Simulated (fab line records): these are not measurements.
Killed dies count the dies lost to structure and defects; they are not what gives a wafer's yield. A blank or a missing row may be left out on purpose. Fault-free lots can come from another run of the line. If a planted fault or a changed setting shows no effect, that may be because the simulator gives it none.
Matching of chambers || flow n5-finfet || rie-diel-02 running N5_MOL_CONTACT_COAG_ETCHBACK_135: 4 sister chambers
The step etches SiO2 in CHF3, target depth 25 nm, time 16.7 s. 8 wafers are shown with their chamber, then 12 later ones without.

## EACH WAFER AND ITS CHAMBER
{"wafer": "L087.1", "chamber": 2, "rf-vpp-V (V)": 522, "throttle-valve-pct (%)": 18.50}
{"wafer": "L087.4", "chamber": 1, "rf-vpp-V (V)": 524, "throttle-valve-pct (%)": 18.51}
{"wafer": "L090.1", "chamber": 1, "rf-vpp-V (V)": 524, "throttle-valve-pct (%)": 18.52}
{"wafer": "L090.2", "chamber": 2, "rf-vpp-V (V)": 521, "throttle-valve-pct (%)": 18.50}
{"wafer": "L090.3", "chamber": 0, "rf-vpp-V (V)": 521, "throttle-valve-pct (%)": 18.46}
{"wafer": "L090.4", "chamber": 3, "rf-vpp-V (V)": 523, "throttle-valve-pct (%)": 18.79}
{"wafer": "L090.5", "chamber": 0, "rf-vpp-V (V)": 522, "throttle-valve-pct (%)": 18.45}
{"wafer": "L090.6", "chamber": 3, "rf-vpp-V (V)": 523, "throttle-valve-pct (%)": 18.78}

## WAFERS MISSING THEIR CHAMBER
{"wafer": "L091.1", "rf-vpp-V (V)": 521, "throttle-valve-pct (%)": 18.49}
{"wafer": "L091.2", "rf-vpp-V (V)": 522, "throttle-valve-pct (%)": 18.79}
{"wafer": "L091.3", "rf-vpp-V (V)": 519, "throttle-valve-pct (%)": 18.46}
{"wafer": "L093.2", "rf-vpp-V (V)": 522, "throttle-valve-pct (%)": 18.50}
{"wafer": "L093.3", "rf-vpp-V (V)": 520, "throttle-valve-pct (%)": 18.45}
{"wafer": "L093.4", "rf-vpp-V (V)": 524, "throttle-valve-pct (%)": 18.53}
{"wafer": "L097.1", "rf-vpp-V (V)": 523, "throttle-valve-pct (%)": 18.82}
{"wafer": "L097.2", "rf-vpp-V (V)": 522, "throttle-valve-pct (%)": 18.57}
{"wafer": "L097.3", "rf-vpp-V (V)": 520, "throttle-valve-pct (%)": 18.47}
{"wafer": "L097.4", "rf-vpp-V (V)": 521, "throttle-valve-pct (%)": 18.53}
{"wafer": "L097.5", "rf-vpp-V (V)": 523, "throttle-valve-pct (%)": 18.47}
{"wafer": "L097.6", "rf-vpp-V (V)": 524, "throttle-valve-pct (%)": 18.54}

## EACH ONE'S CHAMBER
{"wafer": "L091.1", "from the rows above": 2, "in truth": 2}
{"wafer": "L091.2", "from the rows above": 3, "in truth": 3}
{"wafer": "L091.3", "from the rows above": 0, "in truth": 0}
{"wafer": "L093.2", "from the rows above": 2, "in truth": 2}
{"wafer": "L093.3", "from the rows above": 0, "in truth": 0}
{"wafer": "L093.4", "from the rows above": 1, "in truth": 1}
{"wafer": "L097.1", "from the rows above": 3, "in truth": 3}
{"wafer": "L097.2", "from the rows above": "can't be placed: 1 or 2", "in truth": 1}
{"wafer": "L097.3", "from the rows above": "can't be placed: 0 or 2", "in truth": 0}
{"wafer": "L097.4", "from the rows above": "can't be placed: 2 or 1", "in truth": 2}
{"wafer": "L097.5", "from the rows above": "can't be placed: 0 or 2", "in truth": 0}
{"wafer": "L097.6", "from the rows above": 1, "in truth": 1}
Placed correctly: 8 of 12. Not placeable from these rows: 4 (in 4, the candidates include the true chamber). 0 placed wrongly.
How it was worked out, from the rows above alone: a wafer's distance from a chamber is the root of the sum, over the readings, of the square of ((its reading less the chamber's mean) divided by the reading's scatter). The wafer belongs to the nearest chamber; if the next one is less than 2 further off, it can't be placed. The mean given for a chamber averages the wafers shown for that chamber. The scatter: the root of (the sum of the squares of (reading less its chamber's mean) over the shown wafers, divided by (wafers less chambers)).
